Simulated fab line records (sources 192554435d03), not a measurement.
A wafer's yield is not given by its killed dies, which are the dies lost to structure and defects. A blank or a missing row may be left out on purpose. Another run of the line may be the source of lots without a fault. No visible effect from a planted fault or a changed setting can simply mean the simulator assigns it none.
Chamber matching + flow n5-finfet + N5_BEOL_M8_STRIP_67 on rie-diel-01 has 4 sister chambers
The step strips in CF4. 4 wafers are shown with their chamber, then 9 later ones without.

WAFERS PAIRED WITH THEIR CHAMBERS
| wafer  | chamber | drypump-motor-current-A (A) |
|--------|---------|-----------------------------|
| L083.4 | 0       | 6.0                         |
| L082.4 | 3       | 5.7                         |
| L082.5 | 2       | 5.2                         |
| L082.6 | 1       | 5.7                         |

WAFERS WITH NO CHAMBER GIVEN
| wafer  | drypump-motor-current-A (A) |
|--------|-----------------------------|
| L088.3 | 5.2                         |
| L088.4 | 6.0                         |
| L088.5 | 5.7                         |
| L093.2 | 5.7                         |
| L093.4 | 5.7                         |
| L093.6 | 5.7                         |
| L094.2 | 6.1                         |
| L094.3 | 5.7                         |
| L094.5 | 5.2                         |

THE CHAMBER EACH PASSED THROUGH
| wafer  | from the rows above     | in truth |
|--------|-------------------------|----------|
| L088.3 | 2                       | 2        |
| L088.4 | 0                       | 0        |
| L088.5 | can't be placed: 1 or 3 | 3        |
| L093.2 | can't be placed: 1 or 3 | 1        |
| L093.4 | can't be placed: 1 or 3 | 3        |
| L093.6 | can't be placed: 1 or 3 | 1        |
| L094.2 | 0                       | 0        |
| L094.3 | can't be placed: 1 or 3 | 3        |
| L094.5 | 2                       | 2        |
4 of 9 placed correctly. Can't be placed from these rows: 5 (the true chamber is among the candidates in 5). Placed wrongly: 0.
How it was worked out, from the rows above alone: a wafer's distance from a chamber is the root of the sum, over the readings, of the square of ((its reading less the chamber's mean) divided by the reading's scatter). The wafer belongs to the nearest chamber; if the next one is less than 2 further off, it can't be placed. The mean given for a chamber averages the wafers shown for that chamber. The scatter: root of mean squared gap, hidden wafer to nearest shown wafer, with one shown wafer a chamber.
